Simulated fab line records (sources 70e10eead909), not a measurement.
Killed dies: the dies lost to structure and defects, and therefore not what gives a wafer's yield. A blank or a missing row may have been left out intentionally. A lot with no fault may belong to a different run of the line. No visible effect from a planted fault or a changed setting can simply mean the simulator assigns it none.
fab line records | flow nand-harc
record: lots: 7 | wafers: 21 | last-day: 25
route steps=1159 shown A_WL_FILL@839 A_CONTACT@840 END@1159
lots that met no fault: taken from a fault-free run of the same line
start-h: the number of hours between the record's first day and the start of the first shown wafer of the lot | wait-h: time in hours since the lot's previous step | " same as the row above | L1.1+2: a row that stands for several wafers | - either no value or no given start | * or withheld: withheld | < > ~ a bound
route shown NAME@n: names a module that has steps shown in the file, with the first one's number in the route | usual: mean/standard deviation taken from wafers without a fault | same: alike in all rows | chamber/n: place in a boat | sites: readings site by site | _std_site: the values' standard deviation | _edge_site: mean of outer sites minus mean of inner sites | radius-mm: for every site, how far away it sits from the centre of the wafer | mask NAME#n: copy n | behind: the tool/chamber that last shaped the wafer | hold: what put the lot on hold/how long, in hours/how the hold closed | device: whichever transistor did not switch (one of n, p or np) | end of line: tests of these same wafers at the route's end | for a step that has no rows: nothing shown but its recipe | killed: the dies lost at the first sort to structure and to defects; this is not the yield of the wafer | map: a wafer's dies, x killed, . not, _ none there
set.NAME: the setting that was run; set.NAME@STEP: the one run at that earlier step | model.NAME: the simulator's own value behind a step, which no gauge read
lots at selected steps of the route; one table per step, one row per wafer
services: from which hour (start-h, from the record's first day; less than 0 if before it) a tool's chamber was out of use, for how many hours, and why
== steps ==
step: NHARC_A_WL_FILL_INSPECT_15
usual: raw-defect-count: 402/150
lot.wafer | tool              | chamber | start-h | wait-h | raw-defect-count
L445.3    | defect-inspect-01 | -       | 388.76  | 0.0    | 542
L445.4    | "                 | -       | "       | "      | 575
L445.6    | "                 | -       | "       | "      | 469
L446.2    | defect-inspect-01 | -       | 414.24  | 0.0    | 273
L446.4    | "                 | -       | "       | "      | 369
L446.6    | "                 | -       | "       | "      | 315
L453.1    | defect-inspect-02 | -       | 462.30  | 0.0    | 472
L453.3    | "                 | -       | "       | "      | 491
L453.5    | "                 | -       | "       | "      | 327
L454.1    | defect-inspect-02 | -       | 466.59  | 0.0    | 461
L454.2    | "                 | -       | "       | "      | 256
L454.6    | "                 | -       | "       | "      | 266
L457.2    | defect-inspect-01 | -       | 468.17  | 0.0    | 358
L457.4    | "                 | -       | "       | "      | 351
L457.5    | "                 | -       | "       | "      | 427
L458.1    | defect-inspect-02 | -       | 485.96  | 0.1    | 582
L458.5    | "                 | -       | "       | "      | 473
L458.6    | "                 | -       | "       | "      | 398
L465.3    | defect-inspect-02 | -       | 518.84  | 0.0    | 241
L465.5    | "                 | -       | "       | "      | 315
L465.6    | "                 | -       | "       | "      | 286
step: NHARC_A_CONTACT_DEP_24
recipe: target-thk-a: 5000 | temp-c: 400 | pressure-torr: 6.5 | rf-w: 900 | teos-flow-sccm: 161.4 | flow-sccm: 2650 | target-thk-nm: 500 | gas: O2 | material: SiO2
usual: heater-power-w: 546/100 | showerhead-vpp-V: 1860/59 | susceptor-temp-C: 400.02/0.21 | throttle-valve-pct: 15.9/0.48
lot.wafer | tool     | chamber | start-h | wait-h | heater-power-w | showerhead-vpp-V | susceptor-temp-C | throttle-valve-pct
L445.3    | pecvd-02 | 1       | 389.15  | 0.4    | 432            | 1790             | 400.08           | 16.5
L445.6    | "        | 2       | "       | "      | 569            | 1834             | 400.11           | 15.3
L445.4    | "        | 1       | "       | "      | 441            | 1780             | 400.08           | 16.4
L446.2    | pecvd-04 | 0       | 414.31  | 0.1    | 496            | 1850             | 400.05           | 16.7
L446.4    | "        | 1       | "       | "      | 505            | 1972             | 399.98           | 15.7
L446.6    | "        | 0       | "       | "      | 405            | 1857             | 400.14           | 16.6
L453.1    | pecvd-02 | 0       | 462.36  | 0.1    | 544            | 1878             | 399.76           | 15.5
L453.3    | "        | 2       | "       | "      | 600            | 1842             | 400.13           | 15.6
L453.5    | "        | 0       | "       | "      | 565            | 1879             | 399.77           | 15.5
L454.1    | pecvd-02 | 0       | 466.72  | 0.1    | 536            | 1874             | 399.71           | 15.5
L454.2    | "        | 1       | "       | "      | 431            | 1762             | 400.33           | 16.4
L454.6    | "        | 2       | "       | "      | 646            | 1794             | 399.66           | 15.3
L457.2    | pecvd-02 | 0       | 468.36  | 0.2    | 536            | 1869             | 399.76           | 15.6
L457.4    | "        | 1       | "       | "      | 412            | 1791             | 400.10           | 16.6
L457.5    | "        | 0       | "       | "      | 555            | 1867             | 399.84           | 15.7
L458.1    | pecvd-01 | 2       | 486.09  | 0.1    | 582            | 1885             | 399.56           | 16.1
L458.5    | "        | 1       | "       | "      | 558            | 1902             | 399.85           | 15.1
L458.6    | "        | 0       | "       | "      | 576            | 1830             | 400.18           | 15.7
L465.3    | pecvd-01 | 1       | 518.91  | 0.1    | 538            | 1913             | 400.26           | 15.2
L465.5    | "        | 1       | "       | "      | 579            | 1920             | 400.01           | 15.3
L465.6    | "        | 2       | "       | "      | 627            | 1868             | 399.86           | 16.5
step: NHARC_A_CONTACT_DEP_28
recipe: target-thk-a: 36000 | temp-c: 400 | material: aC
usual: susceptor-temp-C: 400.01/0.25 | throttle-valve-pct: 35.000/0.0082
lot.wafer | tool       | chamber | start-h | wait-h | susceptor-temp-C | throttle-valve-pct
L445.3    | acl-dep-01 | 0       | 391.27  | 1.7    | 400.14           | 35.012
L445.4    | "          | 0       | "       | "      | 400.10           | 35.003
L445.6    | "          | 0       | "       | "      | 400.30           | 34.992
L446.2    | acl-dep-02 | 0       | 416.96  | 1.9    | 400.33           | 35.004
L446.4    | "          | 0       | "       | "      | 399.98           | 34.985
L446.6    | "          | 0       | "       | "      | 400.06           | 35.011
L453.1    | acl-dep-03 | 0       | 462.98  | 0.1    | -                | 34.988
L453.3    | "          | 0       | "       | "      | -                | 34.995
L453.5    | "          | 0       | "       | "      | -                | 35.002
L454.1    | acl-dep-03 | 0       | 468.42  | 1.2    | -                | 35.001
L454.2    | "          | 0       | "       | "      | -                | 35.006
L454.6    | "          | 0       | 470.23  | 3.0    | -                | 34.993
L457.2    | acl-dep-01 | 0       | 469.22  | 0.4    | 400.35           | 34.984
L457.4    | "          | 0       | "       | "      | 399.97           | 34.997
L457.5    | "          | 0       | "       | "      | 399.86           | 35.005
L458.1    | acl-dep-03 | 0       | 492.07  | 5.5    | 399.79           | 34.989
L458.5    | "          | 0       | 493.54  | 7.0    | 400.16           | 34.994
L458.6    | "          | 0       | "       | "      | 399.99           | 34.989
L465.3    | acl-dep-02 | 0       | 520.25  | 0.8    | 400.34           | 34.988
L465.5    | "          | 0       | "       | "      | 399.83           | 35.001
L465.6    | "          | 0       | "       | "      | 400.02           | 34.998
step: NHARC_A_CONTACT_DEP_29
recipe: target-thk-a: 700 | target-thk-nm: 70 | temp-c: 400 | pressure-torr: 3.5 | flow-sccm: 200 | rf-w: 350 | material: SiON
usual: heater-power-w: 758/100 | showerhead-vpp-V: 1161/36 | susceptor-temp-C: 400.02/0.23
lot.wafer | tool     | chamber | start-h | wait-h | heater-power-w | showerhead-vpp-V | susceptor-temp-C
L445.3    | pecvd-02 | 1       | 392.84  | 1.2    | 616            | 1080             | 400.02
L445.6    | "        | 2       | "       | "      | 848            | 1129             | 399.38
L445.4    | "        | 1       | "       | "      | 631            | 1091             | 400.11
L446.2    | pecvd-02 | 0       | 418.96  | 1.6    | 702            | 1175             | 399.76
L446.4    | "        | 0       | "       | "      | 726            | 1164             | 400.02
L446.6    | "        | 1       | "       | "      | 637            | 1102             | 400.00
L453.1    | pecvd-02 | 0       | 465.16  | 1.8    | 732            | 1145             | 400.05
L453.3    | "        | 2       | "       | "      | 926            | 1122             | 399.73
L453.5    | "        | 0       | "       | "      | 726            | 1174             | 400.07
L454.1    | pecvd-01 | 0       | 470.62  | 1.8    | 843            | 1134             | 400.05
L454.2    | "        | 2       | "       | "      | 774            | 1180             | 400.22
L454.6    | "        | 2       | "       | "      | 754            | 1204             | 400.46
L457.2    | pecvd-02 | 1       | 471.18  | 1.6    | 531            | 1125             | 400.18
L457.4    | "        | 0       | "       | "      | 712            | 1168             | 400.23
L457.5    | "        | 1       | "       | "      | 534            | 1127             | 399.84
L458.1    | pecvd-04 | 0       | 494.35  | 1.9    | 708            | 1160             | 400.29
L458.6    | "        | 2       | "       | "      | 785            | 1197             | 400.26
L458.5    | "        | 0       | "       | "      | 734            | 1157             | 400.32
L465.3    | pecvd-01 | 1       | 522.14  | 1.5    | 773            | 1190             | 399.80
L465.5    | "        | 1       | "       | "      | 782            | 1172             | 399.95
L465.6    | "        | 2       | "       | "      | 852            | 1178             | 399.91
step: NHARC_A_CONTACT_DEHYDRATE_32
recipe: temp-c: 150 | time-s: 120
step: NHARC_A_CONTACT_HMDS_33
recipe: time-s: 30
step: NHARC_A_CONTACT_COAT_34
recipe: temp-c: 260 | time-s: 75
step: NHARC_A_CONTACT_COAT_35
recipe: temp-c: 225 | time-s: 65
step: NHARC_A_CONTACT_COAT_36
recipe: spin-rpm: 1500 | resist-thk-nm: 90
step: NHARC_A_CONTACT_SOFTBAKE_37
recipe: temp-c: 105 | time-s: 55
usual: exhaust-pa: 45.1/0.88 | heater-power-total-W: 188.43/0.12 | plate-temp-C: 104.98/0.11
lot.wafer | tool           | chamber | start-h | wait-h | exhaust-pa | heater-power-total-W | plate-temp-C
L445.3    | litho-track-06 | 0       | 393     | -      | 45.7       | 188.45               | 105.04
L445.4    | "              | 0       | "       | "      | 44.1       | 188.32               | 105.14
L445.6    | "              | 0       | "       | "      | 45.4       | 188.36               | 105.08
L446.2    | litho-track-04 | 0       | 419     | -      | 44.9       | 188.46               | 105.03
L446.4    | "              | 0       | "       | "      | 45.5       | 188.49               | 105.19
L446.6    | "              | 0       | "       | "      | 45.0       | 188.58               | 105.01
L453.1    | litho-track-04 | 0       | 465     | -      | 45.3       | 194.46               | 107.77
L453.3    | "              | 0       | "       | "      | 45.9       | 194.56               | 107.68
L453.5    | "              | 0       | "       | "      | 45.9       | 194.48               | 107.60
L454.1    | litho-track-04 | 0       | 470     | -      | 44.5       | 194.63               | 107.49
L454.2    | "              | 0       | "       | "      | 45.8       | 194.57               | 107.44
L454.6    | "              | 0       | "       | "      | 45.0       | 194.60               | 107.55
L457.2    | litho-track-04 | 0       | 471     | -      | 46.6       | 194.58               | 107.50
L457.4    | "              | 0       | "       | "      | 44.3       | 194.62               | 107.53
L457.5    | "              | 0       | "       | "      | 46.8       | 194.67               | 107.37
L458.1    | litho-track-01 | 0       | 494     | -      | 45.8       | 188.46               | 104.85
L458.5    | "              | 0       | "       | "      | 44.9       | 188.31               | 105.04
L458.6    | "              | 0       | "       | "      | 45.8       | 188.38               | 105.08
L465.3    | litho-track-01 | 0       | 522     | -      | 45.4       | 188.32               | 105.02
L465.5    | "              | 0       | "       | "      | 44.1       | 188.45               | 104.88
L465.6    | "              | 0       | "       | "      | 45.8       | 188.29               | 104.88
step: NHARC_A_CONTACT_EBR_38
step: NHARC_END_SORT_01
recipe: temp-c: 25
usual: killed-at-array: 27/12 | killed-at-other: 0.5/0.9 | killed-at-periphery: 3.7/2.7 | killed-dies: 31/12 | killed-open: 3.3/2 | killed-short: 2.0/1.4
same: gross-dies: 677
lot.wafer | tool      | chamber | start-h | wait-h | killed-at-array | killed-at-other | killed-at-periphery | killed-dies | killed-open | killed-short
L445.3    | prober-02 | 0       | 481.78  | 3.1    | 8               | 1               | 3                   | 12          | 0           | 3
L445.4    | prober-02 | 0       | 482.59  | 3.4    | 18              | 0               | 3                   | 21          | 4           | 0
L445.6    | prober-02 | 0       | 484.21  | 4.1    | 13              | 0               | 4                   | 17          | 3           | 1
L446.2    | prober-02 | 0       | 488.86  | 2.8    | 13              | 0               | 3                   | 16          | 5           | 0
L446.4    | prober-02 | 0       | 490.47  | 3.4    | 6               | 0               | 4                   | 10          | 4           | 0
L446.6    | prober-02 | 0       | 492.07  | 4.0    | 8               | 0               | 3                   | 11          | 2           | 0
L453.1    | prober-01 | 0       | 552.77  | 2.5    | 33              | 0               | 3                   | 36          | 3           | 1
L453.3    | prober-01 | 0       | 554.35  | 3.1    | 63              | 0               | 10                  | 73          | 6           | 4
L453.5    | prober-01 | 0       | 555.93  | 3.7    | 67              | 0               | 6                   | 73          | 4           | 1
L454.1    | prober-02 | 0       | 562.96  | 2.5    | 24              | 1               | 1                   | 26          | 4           | 1
L454.2    | prober-02 | 0       | 563.75  | 2.8    | 28              | 0               | 0                   | 28          | 2           | 1
L454.6    | prober-02 | 0       | 566.94  | 4.0    | 29              | 0               | 2                   | 31          | 3           | 0
L457.2    | prober-01 | 0       | 563.81  | 2.8    | 23              | 1               | 2                   | 26          | 3           | 1
L457.4    | prober-01 | 0       | 565.43  | 3.4    | 28              | 1               | 3                   | 32          | 3           | 4
L457.5    | prober-01 | 0       | 566.24  | 3.7    | 30              | 1               | 3                   | 34          | 4           | 2
L458.1    | prober-01 | 0       | 578.54  | 2.5    | 43              | 0               | 2                   | 45          | 2           | 2
L458.5    | prober-01 | 0       | 581.73  | 3.7    | 44              | 0               | 1                   | 45          | 1           | 4
L458.6    | prober-01 | 0       | 582.53  | 4.0    | 55              | 0               | 1                   | 56          | 3           | 5
L465.3    | prober-02 | 0       | 603.60  | 3.1    | 15              | 0               | 1                   | 16          | 1           | 1
L465.5    | prober-02 | 0       | 605.20  | 3.7    | 17              | 0               | 4                   | 21          | 6           | 2
L465.6    | prober-02 | 0       | 606.00  | 4.0    | 12              | 0               | 1                   | 13          | 1           | 1
killed by level:class
L445.3 A_CHANNEL_HOLE_D1:chamber-film-flake=3 P_GATE:chamber-film-flake=2 A_M1:chamber-film-flake=2 A_SLIT:geometric-particle:short=1 A_M0:geometric-particle:short=1 STARTING-WAFER:geometric-particle:short=1 P_BONDPAD:chamber-film-flake=1 A_SLIT:chamber-film-flake=1
L445.4 A_M1:chamber-film-flake=5 A_CHANNEL_FILL_D1:chamber-film-flake=4 A_CHANNEL_HOLE_D1:chamber-film-flake=2 A_STAIRCASE:chamber-film-flake=2 P_CONTACT:geometric-particle:open=1 A_ONON_D1:geometric-particle:open=1 A_CHANNEL_FILL_D1:geometric-particle:open=1 A_BONDPAD:geometric-particle:open=1
L445.6 A_CHANNEL_HOLE_D1:chamber-film-flake=3 A_M1:chamber-film-flake=3 P_GATE:chamber-film-flake=2 A_CHANNEL_FILL_D1:chamber-film-flake=2 P_M2:geometric-particle:open=1 A_ONON_D1:geometric-particle:open=1 A_WL_FILL:geometric-particle:short=1 A_BLC:geometric-particle:open=1
L446.2 A_SLIT:chamber-film-flake=4 A_CHANNEL_HOLE_D1:chamber-film-flake=3 P_M1:geometric-particle:open=1 P_M2:geometric-particle:open=1 A_CONTACT:geometric-particle:open=1 A_M0:geometric-particle:open=1 A_BONDPAD:geometric-particle:open=1 P_GATE:chamber-film-flake=1
L446.4 A_SLIT:chamber-film-flake=3 P_GATE:chamber-film-flake=2 P_GATE:geometric-particle:open=1 P_M0:geometric-particle:open=1 A_SGD_CUT:geometric-particle:open=1 A_M1:geometric-particle:open=1 A_CHANNEL_HOLE_D1:chamber-film-flake=1
L446.6 P_M0:chamber-film-flake=2 A_CHANNEL_HOLE_D1:chamber-film-flake=2 A_SLIT:chamber-film-flake=2 A_SOURCE_PLATE:geometric-particle:open=1 A_ONON_D1:geometric-particle:open=1 P_GATE:chamber-film-flake=1 A_STAIRCASE:chamber-film-flake=1 A_CONTACT:chamber-film-flake=1
L453.1 A_CHANNEL_HOLE_D1:chamber-film-flake=18 A_SLIT:chamber-film-flake=6 A_CONTACT:chamber-film-flake=5 P_M1:chamber-film-flake=2 P_M0:geometric-particle:open=1 A_ONON_D1:geometric-particle:open=1 A_CONTACT:geometric-particle:open=1 A_BLC:geometric-particle:short=1
L453.3 A_CHANNEL_HOLE_D1:chamber-film-flake=21 A_SLIT:chamber-film-flake=17 P_M1:chamber-film-flake=10 A_CONTACT:chamber-film-flake=8 A_STAIRCASE:chamber-film-flake=4 A_CHANNEL_FILL_D1:geometric-particle:short=2 A_WL_FILL:geometric-particle:open=2 A_M1:geometric-particle:open=2
L453.5 A_CHANNEL_HOLE_D1:chamber-film-flake=27 A_SLIT:chamber-film-flake=20 A_CONTACT:chamber-film-flake=12 A_CONTACT:geometric-particle:open=3 P_GATE:chamber-film-flake=3 P_STI:chamber-film-flake=2 A_CHANNEL_FILL_D1:geometric-particle:open=1 A_BLC:geometric-particle:short=1
L454.1 A_CHANNEL_HOLE_D1:chamber-film-flake=13 A_CONTACT:chamber-film-flake=3 P_GATE:geometric-particle:open=1 A_ONON_D1:geometric-particle:open=1 A_SGD_CUT:geometric-particle:open=1 A_WL_FILL:geometric-particle:short=1 A_CONTACT:geometric-particle:open=1 A_STAIRCASE:chamber-film-flake=1
L454.2 A_CHANNEL_HOLE_D1:chamber-film-flake=17 A_CONTACT:chamber-film-flake=8 A_CONTACT:geometric-particle:open=2 A_CONTACT:geometric-particle:short=1
L457.2 A_CHANNEL_HOLE_D1:chamber-film-flake=17 A_CONTACT:geometric-particle:open=2 P_M1:geometric-particle:open=1 A_STAIRCASE:geometric-particle:short=1 P_ZERO_WELL:chamber-film-flake=1 A_ZERO_WELL:chamber-film-flake=1 A_CHANNEL_FILL_D1:chamber-film-flake=1 A_CONTACT:chamber-film-flake=1
L457.4 A_CHANNEL_HOLE_D1:chamber-film-flake=18 A_STAIRCASE:chamber-film-flake=2 A_CHANNEL_HOLE_D1:geometric-particle:short=1 A_CHANNEL_FILL_D1:geometric-particle:short=1 A_CONTACT:geometric-particle:open=1 A_M0:geometric-particle:open=1 A_M0:geometric-particle:short=1 A_M1:geometric-particle:short=1
L457.5 A_CHANNEL_HOLE_D1:chamber-film-flake=18 A_CONTACT:chamber-film-flake=3 P_M0:geometric-particle:open=2 A_ONON_D1:geometric-particle:short=1 A_SGD_CUT:geometric-particle:short=1 A_WL_FILL:geometric-particle:open=1 A_CONTACT:geometric-particle:open=1 P_ZERO_WELL:chamber-film-flake=1
L454.6 A_CHANNEL_HOLE_D1:chamber-film-flake=19 A_CONTACT:chamber-film-flake=3 P_GATE:chamber-film-flake=2 A_STAIRCASE:geometric-particle:open=1 A_CONTACT:geometric-particle:open=1 A_M0:geometric-particle:open=1 A_SLIT:chamber-film-flake=1 A_STAIRCASE:chamber-film-flake=1
L458.1 A_CHANNEL_HOLE_D1:chamber-film-flake=18 A_SLIT:chamber-film-flake=14 A_STAIRCASE:chamber-film-flake=5 P_M0:geometric-particle:short=1 A_ONON_D1:geometric-particle:open=1 A_SGD_CUT:geometric-particle:short=1 A_M0:geometric-particle:open=1 P_STI:chamber-film-flake=1
L458.5 A_CHANNEL_HOLE_D1:chamber-film-flake=16 A_SLIT:chamber-film-flake=11 A_STAIRCASE:chamber-film-flake=4 A_BLC:chamber-film-flake=4 A_WL_FILL:geometric-particle:short=2 A_WL_FILL:chamber-film-flake=2 A_ONON_D1:geometric-particle:short=1 A_CONTACT:geometric-particle:open=1
L458.6 A_CHANNEL_HOLE_D1:chamber-film-flake=22 A_SLIT:chamber-film-flake=14 A_STAIRCASE:chamber-film-flake=5 A_CONTACT:geometric-particle:short=3 A_CONTACT:chamber-film-flake=3 A_ZERO_WELL:chamber-film-flake=2 A_ONON_D1:geometric-particle:open=1 A_CHANNEL_HOLE_D1:geometric-particle:short=1
L465.3 A_CHANNEL_HOLE_D1:chamber-film-flake=5 A_CONTACT:chamber-film-flake=5 A_ZERO_WELL:chamber-film-flake=2 A_CHANNEL_FILL_D1:geometric-particle:open=1 A_CONTACT:geometric-particle:short=1 P_BONDPAD:chamber-film-flake=1 A_SLIT:chamber-film-flake=1
L465.5 A_CHANNEL_HOLE_D1:chamber-film-flake=8 P_CONTACT:geometric-particle:open=2 A_CONTACT:geometric-particle:open=2 A_STAIRCASE:chamber-film-flake=2 A_CONTACT:chamber-film-flake=2 P_GATE:geometric-particle:open=1 P_M0:geometric-particle:open=1 A_ONON_D1:geometric-particle:short=1
L465.6 A_CHANNEL_HOLE_D1:chamber-film-flake=8 A_ZERO_WELL:chamber-film-flake=2 A_SGD_CUT:geometric-particle:short=1 A_CONTACT:geometric-particle:open=1 P_GATE:chamber-film-flake=1
== services ==
tool           | chamber | start-h | hours | kind
pecvd-02       | 1       | 367.30  | 3.6   | repair
pecvd-04       | -       | 376.26  | 13.0  | pm
pecvd-04       | 0       | 376.26  | 13.0  | vent-cycle
pecvd-04       | 1       | 376.26  | 13.0  | vent-cycle
pecvd-04       | 1       | 398.06  | 3.3   | repair
acl-dep-03     | -       | 405.39  | 13.0  | pm
pecvd-04       | 2       | 413.70  | 3.5   | repair
pecvd-01       | -       | 418.55  | 13.0  | pm
pecvd-01       | 0       | 418.55  | 13.0  | vent-cycle
pecvd-01       | 1       | 418.55  | 13.0  | vent-cycle
pecvd-01       | 2       | 418.55  | 13.0  | vent-cycle
pecvd-01       | 0       | 431.55  | -     | clean
pecvd-01       | 1       | 431.55  | -     | clean
pecvd-01       | 2       | 431.55  | -     | clean
litho-track-01 | -       | 443.00  | 7.0   | pm
litho-track-06 | -       | 467.00  | 7.0   | pm
acl-dep-01     | -       | 476.26  | 13.0  | pm
litho-track-04 | -       | 491.00  | 7.0   | pm
pecvd-02       | -       | 500.09  | 1.1   | repair
pecvd-04       | 2       | 512.59  | 11.9  | repair
pecvd-02       | -       | 515.15  | 13.0  | pm
pecvd-02       | 0       | 515.15  | 13.0  | vent-cycle
pecvd-02       | 1       | 515.15  | 13.0  | vent-cycle
pecvd-02       | 2       | 515.15  | 13.0  | vent-cycle
== key ==
first-sign: step: NHARC_A_CONTACT_SOFTBAKE_37 | reading: heater-power-total-W | direction: up | sigmas: 52 | usual: * | struck: *
effect: step: NHARC_A_CONTACT_SOFTBAKE_37 | reading: plate-temp-C | direction: up | sigmas: 23 | usual: * | struck: *
met-at NHARC_A_CONTACT_SOFTBAKE_37
struck-wafers L453.1,L453.3,L453.5,L454.1,L454.2,L454.6,L457.2,L457.4,L457.5
tester-left-out L453,L454,L457
onset-between 419 465
fault: kind: process-parameter-drift | tool: litho-track-04 | chamber: - | onset-h: 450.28 | steps: NHARC_A_CONTACT_SOFTBAKE_37 | channel: temp-c | offset: * | shape: step | end-h: 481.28 | acts-in: * | stated: *
tester-left-out: of these lots the tester's yield and bins aren't shown, on N5 and GAA mostly nor the transistor test; their killed dies are dies lost to structure and defects alone, not to doping, threshold or leakage, so they don't give the yield
